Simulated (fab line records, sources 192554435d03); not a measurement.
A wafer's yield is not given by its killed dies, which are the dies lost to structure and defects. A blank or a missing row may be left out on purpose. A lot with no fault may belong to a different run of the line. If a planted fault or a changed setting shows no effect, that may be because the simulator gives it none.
Chamber matching :: flow n5Finfet :: N5_BEOL_M0_SAQP_ETCH_107 on rieDiel-06: 4 sister chambers
The step etches SiNx in CH3F/O2, target depth 30 nm. 4 wafers are shown with their chamber, then 7 later ones without.

## WAFERS WITH THEIR CHAMBER
wafer: L084.4
chamber: 3
showerheadPlenumPTorr (Torr): 2.08

wafer: L086.3
chamber: 0
showerheadPlenumPTorr (Torr): 2.05

wafer: L087.2
chamber: 1
showerheadPlenumPTorr (Torr): 1.92

wafer: L087.3
chamber: 2
showerheadPlenumPTorr (Torr): 1.91

## WAFERS WITHOUT THEIR CHAMBER
wafer: L087.4
showerheadPlenumPTorr (Torr): 2.08

wafer: L089.2
showerheadPlenumPTorr (Torr): 1.92

wafer: L089.4
showerheadPlenumPTorr (Torr): 1.91

wafer: L089.5
showerheadPlenumPTorr (Torr): 2.05

wafer: L097.2
showerheadPlenumPTorr (Torr): 2.07

wafer: L097.4
showerheadPlenumPTorr (Torr): 1.90

wafer: L097.6
showerheadPlenumPTorr (Torr): 2.07

## WHICH CHAMBER EACH WENT THROUGH
wafer: L087.4
from the rows above: 3
in truth: 3

wafer: L089.2
from the rows above: can't be placed: 1 or 2
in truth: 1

wafer: L089.4
from the rows above: can't be placed: 2 or 1
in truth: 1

wafer: L089.5
from the rows above: 0
in truth: 0

wafer: L097.2
from the rows above: can't be placed: 3 or 0
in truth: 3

wafer: L097.4
from the rows above: can't be placed: 2 or 1
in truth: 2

wafer: L097.6
from the rows above: can't be placed: 3 or 0
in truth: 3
2 of 7 placed correctly. These rows do not allow placing 5 (true chamber among the candidates in 5). Number placed wrongly: 0.
How it was worked out, from the rows above alone: a wafer's distance from a chamber is the root of the sum, over the readings, of the square of ((its reading less the chamber's mean) divided by the reading's scatter). The wafer belongs to the nearest chamber; if the next one is less than 2 further off, it can't be placed. Each chamber's mean is taken over the wafers shown for it. The scatter: with one shown wafer a chamber, the root of the mean of the squares of how far each hidden wafer lies from its nearest shown one.
